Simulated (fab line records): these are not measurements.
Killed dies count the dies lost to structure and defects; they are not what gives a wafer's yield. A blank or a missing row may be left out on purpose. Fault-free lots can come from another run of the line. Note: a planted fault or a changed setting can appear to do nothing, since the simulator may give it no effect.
fab line records	flow nand-harc	part 1 of 2: steps 1 to 23 of 29
record: lots: 5	wafers: 15	last-day: 29
route steps=1302 shown A_CONTACT@1097 A_BLC@1107
lots that met no fault: taken from a fault-free run of the same line
start-h: hours from the record's first day to the start of the lot's first wafer shown	wait-h: how many hours have passed since the lot's step before this one	" unchanged from the row above	L1.1+2: several wafers, shown together as one row	- either no value or no given start	* or withheld: withheld	< > ~ a bound
route shown NAME@n: a module of which the file shows steps, and the number in the route of the first	usual: the fault-free wafers' mean and standard deviation	same: alike in all rows	chamber/n: place in a boat	sites: readings site by site	_std_site: their standard deviation	_edge_site: outer sites' mean less inner sites'	radius-mm: how far each site lies from the wafer's centre	mask NAME#n: copy n	behind: tool/chamber where the wafer was last shaped	hold: why the lot was held/for how many hours/how that ended	device: whichever transistor did not switch (one of n, p or np)	end of line: the same wafers' tests at the end of the route	where a step has no rows: the recipe by itself	killed: count of dies lost to structure and defects at first sort (not the wafer's yield)	map: per-die view of a wafer (x killed, . not killed, _ where there is no die)
set.NAME: the setting the step ran with; set.NAME@STEP: the setting that earlier step ran with	model.NAME: the simulator's own value behind a step, which no gauge read
certain route steps with their lots: each step a table, each wafer a row
services: when a tool's chamber went out of use (start-h, in hours from the record's first day, below 0 if earlier), for how many hours, and the reason
== steps ==
step: NHARC_A_CONTACT_STRIP_109
recipe: o2-flow-sccm: 400	cos-flow-sccm: 20	ar-flow-sccm: 0	bias-w: 0	chemistry: O2/COS
lot.wafer	tool	chamber	start-h	wait-h
L074.4+1+5	rie-diel-11	0,2,3	520.50	0.1
L075.1+2+5	rie-diel-13	2,0,1	534.28	0.3
L081.3+2+5	rie-diel-02	2,0,2	607.13	0.1
L084.3+4+5	rie-diel-02	3,0,3	622.78	0.1
L087.2+4+3	rie-diel-11	3,0,2	635.49	0.1
step: NHARC_A_CONTACT_ETCH_110
recipe: target-depth-a: 600	overetch-a: 60	time-s: 33	ion-energy-ev: 100	cf4-flow-sccm: 80	o2-flow-sccm: 20	ar-flow-sccm: 0	rf-w: 300	bias-w: 100	chemistry: CF4/O2
usual: cf4-flow-sccm: 79.99/0.24	drypump-motor-current-A: 5.8/0.35	oes_f_703_au: 1.000/0.0047	oes-product-au: 0.993/0.01	rf-vpp-V: 198.3/1.6	showerhead-plenum-p-Torr: 1.36/0.064	throttle-valve-pct: 13.397/0.0083
lot.wafer	tool	chamber	start-h	wait-h	cf4-flow-sccm	drypump-motor-current-A	oes_f_703_au	oes-product-au	rf-hours-counter-h	rf-vpp-V	showerhead-plenum-p-Torr	throttle-valve-pct
L074.4	rie-diel-11	0	520.55	0.1	80.19	6.0	1.002	1.002	14	199.9	1.44	13.400
L074.1	"	3	"	"	79.95	5.9	1.000	0.992	12	197.2	1.34	13.395
L074.5	"	1	"	"	79.87	5.7	1.004	1.003	-	199.5	1.44	13.399
L075.2	rie-diel-13	1	534.35	0.1	80.13	6.1	0.999	1.004	5	200.3	1.43	13.402
L075.1	"	3	"	"	79.95	5.2	1.002	1.006	3	197.6	1.35	13.403
L075.5	"	0	"	"	79.80	5.5	1.000	1.005	-	198.6	1.36	13.401
L081.2	rie-diel-02	2	607.19	0.1	80.00	5.3	1.006	0.983	8	198.0	1.30	13.398
L081.3	"	3	"	"	80.48	5.1	0.996	0.994	9	197.4	1.32	13.409
L081.5	"	0	"	"	79.95	6.4	0.998	1.005	-	200.2	1.37	13.407
L084.3	rie-diel-02	3	622.85	0.1	79.59	5.1	1.006	0.991	15	195.8	1.31	13.395
L084.5	"	1	"	"	79.94	5.7	0.993	0.995	-	198.2	1.43	13.404
L084.4	"	0	"	"	80.21	6.4	0.999	1.005	-	199.7	1.37	13.397
L087.3	rie-diel-11	2	635.56	0.1	80.13	5.6	0.998	0.991	3	197.2	1.26	13.392
L087.2	"	3	"	"	80.22	5.9	0.997	1.007	3	198.7	1.33	13.387
L087.4	"	0	"	"	79.96	6.0	1.002	1.008	3	199.7	1.43	13.399
step: NHARC_A_CONTACT_STRIP_26
recipe: o2-flow-sccm: 500	ar-flow-sccm: 0	bias-w: 0	chemistry: O2
usual: drypump-motor-current-A: 5.7/0.34	oes-product-au: 0.994/0.011	rf-vpp-V: 57.9/0.87	showerhead-plenum-p-Torr: 3.59/0.16	throttle-valve-pct: 17.035/0.0093
lot.wafer	tool	chamber	start-h	wait-h	drypump-motor-current-A	oes-product-au	rf-hours-counter-h	rf-vpp-V	showerhead-plenum-p-Torr	throttle-valve-pct
L074.1	rie-diel-11	1	-	-	5.7	0.998	13	59.4	3.80	17.025
L074.4	"	2	"	"	5.7	0.979	14	56.6	3.36	17.038
L074.5	"	0	"	"	6.0	0.987	-	58.7	3.78	17.022
L075.1	rie-diel-13	0	-	-	5.5	1.009	5	58.8	3.60	17.035
L075.2	"	2	"	"	6.1	1.004	3	56.7	3.48	17.023
L075.5	"	1	"	"	6.1	0.995	-	59.2	3.77	17.020
L081.2	rie-diel-02	2	-	-	5.3	0.986	8	58.2	3.44	17.034
L081.3	"	1	"	"	5.7	0.998	9	58.3	3.76	17.031
L081.5	"	3	"	"	5.1	0.993	-	58.4	3.48	17.044
L084.3	rie-diel-02	1	-	-	5.6	0.992	16	56.5	3.76	17.036
L084.4	"	3	"	"	5.1	0.994	-	58.2	3.48	17.044
L084.5	"	1	"	"	5.7	0.985	-	57.8	3.76	17.050
L087.4	rie-diel-11	0	-	-	6.0	1.004	3	58.1	3.77	17.046
L087.2	"	1	"	"	5.7	0.984	2	58.4	3.79	17.027
L087.3	"	3	"	"	6.0	1.014	3	57.3	3.52	17.033
step: NHARC_A_CONTACT_STRIP_27
recipe: time-s: 600	temp-c: 30	chemistry: post-etch-residue-remover
lot.wafer	tool	chamber	start-h	wait-h
L074.1+4+5	wet-bench-09	5,6,7	520.95	-
L075.2+1+5	wet-bench-04	0,3,4	534.79	-
L081.2+3+5	wet-bench-09	1,2,5	607.58	-
L084.3+4+5	wet-bench-03	3,4,7	623.30	-
L087.2+3+4	wet-bench-03	3,5,7	635.95	-
step: NHARC_A_CONTACT_ALD_18
recipe: target-thk-a: 30	pulse-time-s: 1	ald-cycles: 150	temp-c: 450	material: TiN
usual: heater-power-w: 1003/83	precursor-pulse-height-rel: 1.001/0.021	susceptor-temp-C: 450.00/0.24
lot.wafer	tool	chamber	start-h	wait-h	heater-power-w	precursor-pulse-height-rel	susceptor-temp-C
L074.4	ald-metal-02	0	521.22	-	1066	0.999	450.13
L074.1	"	2	"	"	1051	1.024	449.61
L074.5	"	0	"	"	1047	1.039	449.82
L075.1	ald-metal-03	1	535.05	-	951	1.003	449.63
L075.2	"	2	"	"	998	0.956	450.48
L075.5	"	2	"	"	1009	1.000	450.06
L081.3	ald-metal-03	3	607.92	-	1139	0.908	449.81
L081.2	"	0	"	"	853	0.966	449.98
L081.5	"	2	"	"	1072	0.965	450.37
L084.3	ald-metal-04	1	623.56	-	1052	1.048	449.45
L084.4	"	0	"	"	1040	1.032	449.93
L084.5	"	2	"	"	1084	0.998	449.39
L087.4	ald-metal-02	0	636.21	-	1023	1.000	450.02
L087.2	"	1	"	"	910	1.000	450.13
L087.3	"	2	"	"	1028	0.994	450.12
step: NHARC_A_CONTACT_CVD_19
recipe: target-thk-a: 3000	temp-c: 300	pressure-torr: 40	wf6-flow-sccm: 40	h2-flow-sccm: 1600	ar-flow-sccm: 1560	time-s: 802	material: W
usual: heater-power-w: 452/38	mfc-wf6-sccm: 39.99/0.12	susceptor-temp-C: 300.01/0.21	throttle-valve-pct: 8.09/0.22
lot.wafer	tool	chamber	start-h	wait-h	heater-power-w	mfc-wf6-sccm	susceptor-temp-C	throttle-valve-pct
L074.1	cvd-w-02	1	-	-	491	40.00	300.57	8.28
L074.4	"	1	"	"	503	40.16	300.52	7.94
L074.5	"	1	"	"	489	39.90	300.09	8.09
L075.2	cvd-w-01	0	-	-	417	40.03	300.12	7.58
L075.1	"	1	"	"	500	39.82	299.85	8.26
L075.5	"	0	"	"	416	40.20	300.13	7.45
L081.2	cvd-w-02	0	-	-	404	40.07	299.67	8.14
L081.3	"	0	"	"	417	40.11	300.03	7.66
L081.5	"	0	"	"	409	39.90	299.87	8.14
L084.4	cvd-w-02	1	-	-	494	40.02	300.04	8.11
L084.3	"	0	"	"	408	39.88	300.29	8.10
L084.5	"	0	"	"	412	39.92	300.16	8.13
L087.2	cvd-w-01	0	-	-	429	40.03	299.68	8.06
L087.4	"	1	"	"	475	40.05	299.93	8.23
L087.3	"	0	"	"	420	40.14	299.87	8.11
step: NHARC_A_CONTACT_CMP_20
recipe: t-overpolish-s: 30	target-thk-nm: 300
usual: motor-current-A: 12.0/1.2	overpolish-run-s: 30.000/0.0088	time-to-endpoint-s: 58/4.6
lot.wafer	tool	chamber	start-h	wait-h	motor-current-A	overpolish-run-s	time-to-endpoint-s
L074.1	cmp-02	1	522.32	0.8	12.1	30.010	68
L074.4	"	2	"	"	10.9	30.008	58
L074.5	"	0	"	"	13.5	29.997	58
L075.1	cmp-02	3	536.17	0.7	10.8	29.990	62
L075.2	"	0	"	"	13.4	30.002	55
L075.5	"	2	"	"	11.2	30.009	51
L081.2	cmp-02	3	609.00	0.7	10.8	30.011	62
L081.3	"	2	"	"	11.5	30.006	54
L081.5	"	0	"	"	13.3	29.990	60
L084.3	cmp-03	1	624.66	0.4	10.2	29.999	57
L084.4	"	3	"	"	10.8	29.997	58
L084.5	"	2	"	"	11.1	29.992	60
L087.4	cmp-01	1	637.29	0.5	12.3	29.993	57
L087.3	"	2	"	"	13.8	29.994	63
L087.2	"	3	"	"	11.6	30.009	64
step: NHARC_A_CONTACT_SRD_22
lot.wafer	tool	chamber	start-h	wait-h
L074.5+4+1	wet-bench-04	1,4,5	522.62	0.0
L075.1+5+2	wet-bench-03	1,4,5	536.46	0.0
L081.3+5+2	wet-bench-09	0,1,3	609.33	0.1
L084.3+5+4	wet-bench-09	4,6,0	624.98	0.0
L087.2+4+3	wet-bench-04	4,5,6	637.61	0.0
step: NHARC_A_CONTACT_INSPECT_23
usual: raw-defect-count: 492/140
lot.wafer	tool	chamber	start-h	wait-h	raw-defect-count
L074.1	defect-inspect-01	-	522.70	0.1	314
L074.4	"	-	"	"	410
L074.5	"	-	"	"	472
L075.1	defect-inspect-02	-	536.55	0.1	635
L075.2	"	-	"	"	459
L075.5	"	-	"	"	558
L081.2	defect-inspect-01	-	609.43	0.1	473
L081.3	"	-	"	"	326
L081.5	"	-	"	"	388
L084.3	defect-inspect-02	-	625.06	0.1	443
L084.4	"	-	"	"	339
L084.5	"	-	"	"	422
L087.2	defect-inspect-01	-	637.69	0.1	506
L087.3	"	-	"	"	431
L087.4	"	-	"	"	565
step: NHARC_A_BLC_DEHYDRATE_00
recipe: temp-c: 150	time-s: 120
usual: chill-plate-temp-C: 23.01/0.1
lot.wafer	tool	chamber	start-h	wait-h	chill-plate-temp-C
L074.1	litho-track-04	0	522.76	0.1	23.07
L074.4	"	0	"	"	23.05
L074.5	"	0	"	"	22.87
L075.1	litho-track-06	0	536.60	0.1	22.86
L075.2	"	0	"	"	23.01
L075.5	"	0	"	"	23.05
L081.2	litho-track-01	0	609.48	0.1	23.16
L081.3	"	0	"	"	23.15
L081.5	"	0	"	"	23.05
L084.3	litho-track-01	0	625.12	0.1	22.99
L084.4	"	0	"	"	23.15
L084.5	"	0	"	"	22.99
L087.2	litho-track-06	0	637.75	0.1	23.24
L087.3	"	0	"	"	23.19
L087.4	"	0	"	"	23.09
step: NHARC_A_BLC_HMDS_01
recipe: time-s: 30
usual: chill-plate-temp-C: 22.98/0.11
lot.wafer	tool	chamber	start-h	wait-h	chill-plate-temp-C
L074.1	litho-track-04	0	-	-	22.99
L074.4	"	0	"	"	22.98
L074.5	"	0	"	"	22.98
L075.1	litho-track-06	0	-	-	23.16
L075.2	"	0	"	"	23.02
L075.5	"	0	"	"	23.00
L081.2	litho-track-01	0	-	-	22.79
L081.3	"	0	"	"	23.03
L081.5	"	0	"	"	22.76
L084.3	litho-track-01	0	-	-	22.88
L084.4	"	0	"	"	22.80
L084.5	"	0	"	"	22.83
L087.2	litho-track-06	0	-	-	23.11
L087.3	"	0	"	"	23.01
L087.4	"	0	"	"	23.05
step: NHARC_A_BLC_COAT_02
recipe: temp-c: 260	time-s: 75
usual: chill-plate-temp-C: 23.02/0.087
lot.wafer	tool	chamber	start-h	wait-h	chill-plate-temp-C
L074.1	litho-track-04	0	-	-	23.08
L074.4	"	0	"	"	22.94
L074.5	"	0	"	"	23.06
L075.1	litho-track-06	0	-	-	22.81
L075.2	"	0	"	"	22.82
L075.5	"	0	"	"	23.00
L081.2	litho-track-01	0	-	-	22.98
L081.3	"	0	"	"	22.96
L081.5	"	0	"	"	23.17
L084.3	litho-track-01	0	-	-	23.05
L084.4	"	0	"	"	22.92
L084.5	"	0	"	"	23.10
L087.2	litho-track-06	0	-	-	22.84
L087.3	"	0	"	"	23.00
L087.4	"	0	"	"	22.97
step: NHARC_A_BLC_COAT_03
recipe: temp-c: 225	time-s: 65
usual: chill-plate-temp-C: 23.01/0.097
lot.wafer	tool	chamber	start-h	wait-h	chill-plate-temp-C
L074.1	litho-track-04	0	-	-	23.09
L074.4	"	0	"	"	22.98
L074.5	"	0	"	"	22.90
L075.1	litho-track-06	0	-	-	23.08
L075.2	"	0	"	"	23.10
L075.5	"	0	"	"	23.16
L081.2	litho-track-01	0	-	-	23.08
L081.3	"	0	"	"	23.02
L081.5	"	0	"	"	23.16
L084.3	litho-track-01	0	-	-	22.98
L084.4	"	0	"	"	22.93
L084.5	"	0	"	"	23.05
L087.2	litho-track-06	0	-	-	22.95
L087.3	"	0	"	"	22.93
L087.4	"	0	"	"	22.91
step: NHARC_A_BLC_COAT_04
recipe: spin-rpm: 1500	resist-thk-nm: 90
usual: chill-plate-temp-C: 22.98/0.11
lot.wafer	tool	chamber	start-h	wait-h	chill-plate-temp-C
L074.1	litho-track-04	0	-	-	22.76
L074.4	"	0	"	"	22.86
L074.5	"	0	"	"	22.89
L075.1	litho-track-06	0	-	-	23.04
L075.2	"	0	"	"	23.14
L075.5	"	0	"	"	23.07
L081.2	litho-track-01	0	-	-	22.92
L081.3	"	0	"	"	22.93
L081.5	"	0	"	"	22.99
L084.3	litho-track-01	0	-	-	22.95
L084.4	"	0	"	"	23.20
L084.5	"	0	"	"	22.91
L087.2	litho-track-06	0	-	-	22.90
L087.3	"	0	"	"	22.97
L087.4	"	0	"	"	22.95
step: NHARC_A_BLC_SOFTBAKE_05
recipe: temp-c: 105	time-s: 55
usual: chill-plate-temp-C: 23.00/0.099
lot.wafer	tool	chamber	start-h	wait-h	chill-plate-temp-C
L074.1	litho-track-04	0	-	-	22.89
L074.4	"	0	"	"	22.95
L074.5	"	0	"	"	23.12
L075.1	litho-track-06	0	-	-	23.08
L075.2	"	0	"	"	23.07
L075.5	"	0	"	"	23.06
L081.2	litho-track-01	0	-	-	22.92
L081.3	"	0	"	"	23.05
L081.5	"	0	"	"	23.03
L084.3	litho-track-01	0	-	-	23.00
L084.4	"	0	"	"	22.93
L084.5	"	0	"	"	23.05
L087.2	litho-track-06	0	-	-	23.10
L087.3	"	0	"	"	22.89
L087.4	"	0	"	"	22.92
step: NHARC_A_BLC_EBR_06
usual: chill-plate-temp-C: 23.00/0.11
lot.wafer	tool	chamber	start-h	wait-h	chill-plate-temp-C
L074.1	litho-track-04	0	-	-	23.09
L074.4	"	0	"	"	22.80
L074.5	"	0	"	"	22.99
L075.1	litho-track-06	0	-	-	22.88
L075.2	"	0	"	"	22.82
L075.5	"	0	"	"	22.83
L081.2	litho-track-01	0	-	-	22.93
L081.3	"	0	"	"	22.85
L081.5	"	0	"	"	22.89
L084.3	litho-track-01	0	-	-	23.05
L084.4	"	0	"	"	23.13
L084.5	"	0	"	"	23.02
L087.2	litho-track-06	0	-	-	23.05
L087.3	"	0	"	"	23.02
L087.4	"	0	"	"	22.76
step: NHARC_A_BLC_EXPOSE_07
recipe: na: 1.35	target-cd-nm: 100	dose-mj: 67.97	mask-id: A_BLC
usual: exposure-dose-mJ-cm2: 67.92/0.078
lot.wafer	tool	chamber	start-h	wait-h	mask	exposure-dose-mJ-cm2
L074.1	arfi-scanner-01	0	523.07	-	A_BLC#0	67.94
L074.4	"	0	"	"	A_BLC#0	68.00
L074.5	"	0	"	"	A_BLC#0	68.02
L075.1	arfi-scanner-03	0	536.91	-	A_BLC#0	67.85
L075.2	"	0	"	"	A_BLC#0	67.98
L075.5	"	0	"	"	A_BLC#0	68.00
L081.2	arfi-scanner-03	0	609.67	-	A_BLC#0	67.95
L081.3	"	0	"	"	A_BLC#0	67.94
L081.5	"	0	"	"	A_BLC#0	67.97
L084.3	arfi-scanner-03	0	625.44	-	A_BLC#0	67.99
L084.4	"	0	"	"	A_BLC#0	67.92
L084.5	"	0	"	"	A_BLC#0	67.98
L087.2	arfi-scanner-02	0	638.06	-	A_BLC#0	67.94
L087.3	"	0	"	"	A_BLC#0	67.91
L087.4	"	0	"	"	A_BLC#0	67.85
step: NHARC_A_BLC_PEB_08
recipe: peb-temp-c: 100	peb-time-s: 65
usual: chill-plate-temp-C: 23.02/0.1
lot.wafer	tool	chamber	start-h	wait-h	chill-plate-temp-C
L074.1	litho-track-01	0	523.13	0.1	23.09
L074.4	"	0	"	"	23.17
L074.5	"	0	"	"	23.04
L075.1	litho-track-01	0	536.98	0.1	22.86
L075.2	"	0	"	"	22.88
L075.5	"	0	"	"	23.07
L081.2	litho-track-04	0	609.73	0.1	23.03
L081.3	"	0	"	"	22.95
L081.5	"	0	"	"	23.03
L084.3	litho-track-01	0	625.49	0.0	23.05
L084.4	"	0	"	"	22.95
L084.5	"	0	"	"	23.01
L087.2	litho-track-04	0	638.12	0.1	23.10
L087.3	"	0	"	"	23.00
L087.4	"	0	"	"	22.82
step: NHARC_A_BLC_DEVELOP_09
recipe: develop-time-s: 35	dev-temp-c: 23
usual: chill-plate-temp-C: 23.00/0.12
lot.wafer	tool	chamber	start-h	wait-h	chill-plate-temp-C
L074.1	litho-track-01	0	-	-	22.95
L074.4	"	0	"	"	22.93
L074.5	"	0	"	"	22.80
L075.1	litho-track-01	0	-	-	22.82
L075.2	"	0	"	"	23.01
L075.5	"	0	"	"	22.94
L081.2	litho-track-04	0	-	-	22.88
L081.3	"	0	"	"	22.91
L081.5	"	0	"	"	22.87
L084.3	litho-track-01	0	-	-	23.05
L084.4	"	0	"	"	23.06
L084.5	"	0	"	"	23.21
L087.2	litho-track-04	0	-	-	23.12
L087.3	"	0	"	"	23.17
L087.4	"	0	"	"	23.22
step: NHARC_A_BLC_CD_MEAS_10
recipe: target-cd-nm: 100	landing-energy-ev: 500
usual: cd-nm: 100.0/0.74
lot.wafer	tool	chamber	start-h	wait-h	cd-nm
L074.1	cd-sem-01	0	523.21	-	101.0
L074.4	"	0	"	"	100.4
L074.5	"	0	"	"	99.4
L075.1	cd-sem-03	0	537.06	-	100.9
L075.2	"	0	"	"	99.9
L075.5	"	0	"	"	99.6
L081.2	cd-sem-03	0	609.81	-	100.6
L081.3	"	0	"	"	99.9
L081.5	"	0	"	"	100.7
L084.3	cd-sem-03	0	625.57	-	100.2
L084.4	"	0	"	"	99.9
L084.5	"	0	"	"	99.3
L087.2	cd-sem-03	0	638.20	-	100.6
L087.3	"	0	"	"	100.8
L087.4	"	0	"	"	101.6
step: NHARC_A_BLC_OVL_MEAS_11
usual: overlay-x-nm: 0.0/0.98	overlay-y-nm: -0.1/0.86
lot.wafer	tool	chamber	start-h	wait-h	overlay-x-nm	overlay-y-nm
L074.1	overlay-01	-	523.29	-	-0.8	-1.5
L074.4	"	-	"	"	-1.6	-1.1
L074.5	"	-	"	"	-0.9	-0.9
L075.1	overlay-02	-	537.15	-	-0.1	-1.1
L075.2	"	-	"	"	0.2	-1.3
L075.5	"	-	"	"	0.3	-1.4
L081.2	overlay-02	-	609.90	-	0.9	-0.1
L081.3	"	-	"	"	0.5	-0.1
L081.5	"	-	"	"	0.5	-0.2
L084.3	overlay-02	-	625.66	-	1.3	0.9
L084.4	"	-	"	"	0.6	0.9
L084.5	"	-	"	"	0.9	0.4
L087.2	overlay-02	-	638.29	-	0.0	0.2
L087.3	"	-	"	"	0.3	0.3
L087.4	"	-	"	"	-0.1	-0.4
step: NHARC_A_BLC_INSPECT_12
usual: raw-defect-count: 81/35
lot.wafer	tool	chamber	start-h	wait-h	raw-defect-count
L074.1	defect-inspect-01	-	523.33	0.0	55
L074.4	"	-	"	"	58
L074.5	"	-	"	"	62
L075.1	defect-inspect-02	-	537.18	0.0	108
L075.2	"	-	"	"	104
L075.5	"	-	"	"	127
L081.2	defect-inspect-01	-	609.93	0.0	93
L081.3	"	-	"	"	88
L081.5	"	-	"	"	93
L084.3	defect-inspect-02	-	625.69	0.0	59
L084.4	"	-	"	"	73
L084.5	"	-	"	"	79
L087.2	defect-inspect-01	-	638.33	0.0	67
L087.3	"	-	"	"	77
L087.4	"	-	"	"	80
step: NHARC_A_BLC_DESCUM_15
recipe: time-s: 3	o2-flow-sccm: 200	ar-flow-sccm: 0	bias-power-w: 0	chemistry: O2
usual: drypump-motor-current-A: 5.9/0.33	oes-product-au: 0.998/0.014	rf-vpp-V: 57.8/0.89	showerhead-plenum-p-Torr: 1.91/0.096	throttle-valve-pct: 11.309/0.0083
lot.wafer	tool	chamber	start-h	wait-h	drypump-motor-current-A	oes-product-au	rf-hours-counter-h	rf-vpp-V	showerhead-plenum-p-Torr	throttle-valve-pct
L074.4	rie-diel-06	3	523.39	0.1	6.1	1.006	3	56.6	1.78	11.323
L074.1	"	1	"	"	5.9	0.973	0	58.5	1.81	11.310
L074.5	"	3	"	"	6.0	1.004	-	59.4	1.78	11.308
L075.2	rie-diel-06	2	537.24	0.1	5.8	0.983	4	57.8	1.99	11.313
L075.1	"	1	"	"	5.9	0.971	2	57.7	1.81	11.319
L075.5	"	2	"	"	5.8	0.981	-	57.0	1.99	11.308
L081.3	rie-diel-06	0	609.99	0.1	6.4	0.989	10	56.5	1.79	11.305
L081.2	"	1	"	"	5.9	0.974	7	58.8	1.81	11.312
L081.5	"	1	"	"	5.9	0.973	-	58.1	1.81	11.304
L084.4	rie-diel-04	2	625.75	0.1	4.8	1.014	30	57.1	1.93	11.307
L084.3	"	3	"	"	5.5	1.002	32	57.7	2.03	11.317
L084.5	"	3	"	"	5.6	0.992	-	57.7	2.03	11.289
L087.3	rie-diel-06	3	638.39	0.1	6.0	1.017	14	59.1	1.78	11.326
L087.2	"	0	"	"	6.4	1.005	14	57.0	1.79	11.310
L087.4	"	1	"	"	5.9	0.972	10	57.2	1.81	11.307
